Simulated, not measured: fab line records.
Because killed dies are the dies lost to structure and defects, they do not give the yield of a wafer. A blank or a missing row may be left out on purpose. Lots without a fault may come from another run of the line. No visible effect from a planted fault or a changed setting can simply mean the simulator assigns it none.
Which tool was responsible? -- flow n5_finfet -- 8 lots with 24 wafers sampled at 2 steps, on a route of 1938 steps

## WHAT THE GAUGES SHOWED, per wafer
N5_BEOL_M4_INSPECT_13: inspects for defects (brightfield).
lot,measured,on,raw_defect_count
L632,day 7 06:03,defect_inspect-01,270 355 364
L637,day 8 06:55,defect_inspect-01,260 355 252
L638,day 8 22:54,defect_inspect-02,261 297 408
L641,day 10 03:16,defect_inspect-02,328 446 381
L642,day 10 17:18,defect_inspect-02,320 345 430
L647,day 11 11:17,defect_inspect-01,375 352 378
L649,day 11 21:04,defect_inspect-02,306 731 675
L648,day 12 01:52,defect_inspect-02,360 450 369

## WHICH TOOL RAN EACH LOT (tool, then ch and the chambers of the sampled wafers, then the start)
lot,N5_BEOL_M4_PECVD_72
L632,"pecvd-04 ch 0,1, day 7 05:28"
L637,"pecvd-03 ch 0,1,2, day 8 05:26"
L638,"pecvd-03 ch 1,2, day 8 22:22"
L641,"pecvd-02 ch 0,1,2, day 10 02:22"
L642,"pecvd-04 ch 0,2, day 10 16:29"
L647,"pecvd-03 ch 1,2, day 11 09:10"
L649,"pecvd-04 ch 0,2, day 11 19:55"
L648,"pecvd-02 ch 0,2, day 11 23:28"
- N5_BEOL_M4_PECVD_72: deposits SiO2 from TEOS/O2, target thk 16 nm, time 18 s.

## THE ANSWER, worked out from the rows above alone
Rule: usual is defined by the lots themselves. Put in order of their means at a reading, lots are off if they are a third of the lots or fewer, leave a main group of 4 or more, and stand apart from it by a gap of 3 or more times the standard deviation of the main group's means; of several such gaps the widest counts. Not used: any main group whose means are identical at the precision the tables above print for the reading. A lot without any number at a reading at which 4 lots or more have one is off too. Any other lot the step has rows for is counted as sound.
Off: L649 (N5_BEOL_M4_INSPECT_13, raw_defect_count). Mean 350 and standard deviation 35 in the main group.
If a tool, at a process step before that reading, ran all the lots that are off and no sound lot after the first of them, it fits. The gauges at N5_BEOL_M4_INSPECT_13 are tried like those tools. One candidate fits, namely pecvd-04 at N5_BEOL_M4_PECVD_72. A fault onset in the window from L642 (day 10 16:29, its last sound lot) to L649 (day 11 19:55, its first lot off) fits.

## WHAT THE SIMULATOR HAD PUT IN
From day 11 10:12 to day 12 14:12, pecvd-04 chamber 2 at N5_BEOL_M4_PECVD_72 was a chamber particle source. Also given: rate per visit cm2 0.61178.
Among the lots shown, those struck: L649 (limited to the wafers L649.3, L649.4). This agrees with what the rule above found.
